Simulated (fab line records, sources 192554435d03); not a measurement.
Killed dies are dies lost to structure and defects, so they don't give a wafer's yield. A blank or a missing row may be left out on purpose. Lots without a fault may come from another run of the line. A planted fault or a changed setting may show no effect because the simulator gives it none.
Split-lot experiment | flow n5_finfet | 7 lots, 39 wafers read, on a route of 1938 steps

THE SPLIT
At N5_MOL_CONTACT_COAG_ETCH_67 (etches SOC in N2/H2, target depth 60 nm, overetch 21 nm, time 101.2 s), the setting source_w was moved away from the recipe's 840 W on 15 of the 39 wafers read, by -18.3% to +15.9%. The other wafers ran this setting at the recipe's value.

The reading is taken at the split's own step.

THE READING
rf_vpp_V, in V, at N5_MOL_CONTACT_COAG_ETCH_67 (etches SOC in N2/H2, target depth 60 nm, overetch 21 nm, time 101.2 s). Fault-free wafers of this fab line usually give 523 V, standard deviation 3.4 V.

wafer  | tool, chamber at the split | source_w as run, W | against the recipe | rf_vpp_V, V | against lot-mates on the recipe
L074.1 | rie_diel-05, 0             | 840                | recipe             | 525         | -
L074.2 | rie_diel-05, 1             | 840                | recipe             | 527         | -
L074.3 | rie_diel-05, 2             | 840                | recipe             | 518         | -
L074.4 | rie_diel-05, 3             | 840                | recipe             | 529         | -
L074.5 | rie_diel-05, 2             | 840                | recipe             | 517         | -
L074.6 | rie_diel-05, 1             | 840                | recipe             | 526         | -
L078.1 | rie_diel-03, 0             | 686                | -18.3%             | 555         | +30
L078.2 | rie_diel-03, 1             | 686                | -18.3%             | 563         | +38
L078.3 | rie_diel-03, 2             | 686                | -18.3%             | 561         | +36
L078.4 | rie_diel-03, 3             | 840                | recipe             | 525         | -
L078.5 | rie_diel-03, 2             | 840                | recipe             | 524         | -
L078.6 | rie_diel-03, 3             | 840                | recipe             | 526         | -
L081.2 | rie_diel-05, 3             | 840                | recipe             | 529         | -
L081.4 | rie_diel-05, 0             | 840                | recipe             | 522         | -
L081.5 | rie_diel-05, 2             | 840                | recipe             | 518         | -
L083.1 | rie_diel-05, 2             | 840                | recipe             | 519         | -
L083.2 | rie_diel-05, 3             | 759.6              | -9.6%              | 547         | +24
L083.3 | rie_diel-05, 0             | 840                | recipe             | 523         | -
L083.4 | rie_diel-05, 1             | 759.6              | -9.6%              | 543         | +20
L083.5 | rie_diel-05, 2             | 759.6              | -9.6%              | 535         | +12
L083.6 | rie_diel-05, 1             | 840                | recipe             | 526         | -
L087.1 | rie_diel-03, 0             | 840                | recipe             | 519         | -
L087.2 | rie_diel-03, 3             | 973.9              | +15.9%             | 500         | -21
L087.3 | rie_diel-03, 3             | 840                | recipe             | 525         | -
L087.4 | rie_diel-03, 0             | 840                | recipe             | 519         | -
L087.5 | rie_diel-03, 3             | 973.9              | +15.9%             | 501         | -20
L087.6 | rie_diel-03, 0             | 973.9              | +15.9%             | 493         | -28
L088.1 | rie_diel-05, 2             | 900.2              | +7.2%              | 505         | -18
L088.2 | rie_diel-05, 1             | 840                | recipe             | 524         | -
L088.3 | rie_diel-05, 3             | 900.2              | +7.2%              | 516         | -7
L088.4 | rie_diel-05, 0             | 840                | recipe             | 523         | -
L088.5 | rie_diel-05, 3             | 900.2              | +7.2%              | 516         | -7
L088.6 | rie_diel-05, 0             | 840                | recipe             | 522         | -
L092.1 | rie_diel-05, 0             | 929.8              | +10.7%             | 504         | -20
L092.2 | rie_diel-05, 1             | 840                | recipe             | 524         | -
L092.3 | rie_diel-05, 3             | 840                | recipe             | 529         | -
L092.4 | rie_diel-05, 2             | 840                | recipe             | 518         | -
L092.5 | rie_diel-05, 2             | 929.8              | +10.7%             | 502         | -22
L092.6 | rie_diel-05, 1             | 929.8              | +10.7%             | 507         | -17

THE FIT
A straight line over all 39 wafers: rf_vpp_V changes by -1.81 V for each +1% of source_w; r = -0.96; the points scatter about the line by 4.1 V.
The same after taking each lot's own level away (the mean of its wafers on the recipe; 39 wafers): -1.74 V for each +1%; r = -0.96; scatter 4.1 V.
On that fit, the largest move of source_w shifts the reading by 32 V.
The lots' own levels span 521.0 to 525.0 V, that is 1.2 times the standard deviation above.
So the lot-to-lot level changes the slope little: the two slopes agree.
Check: with one of the wafers moved furthest among these (-18.3%) left out of the fit, the line predicts +33.2 V for it against its lot-mates. It came out at +30 V against them.
Tool readings at the split's step, against how far the setting was moved: rf_vpp_V r = -0.96.

OTHER SPLITS ON THESE WAFERS
These wafers also went through other splits before the reading. Each is held against what the fit with the lots' levels taken away leaves over:
other split on the same wafers     | wafers away from the commonest value | r with rf_vpp_V (lot level and that fit taken away)
N5_GATE_CUT_ETCH_56 target_depth_a | 18                                   | +0.17
N5_GATE_CUT_EXPOSE_10 dose_mj      | 18                                   | -0.26

THE FILE'S OWN FIT
rf_vpp_V changes by -1.73 V for each +1% of source_w, r = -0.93.
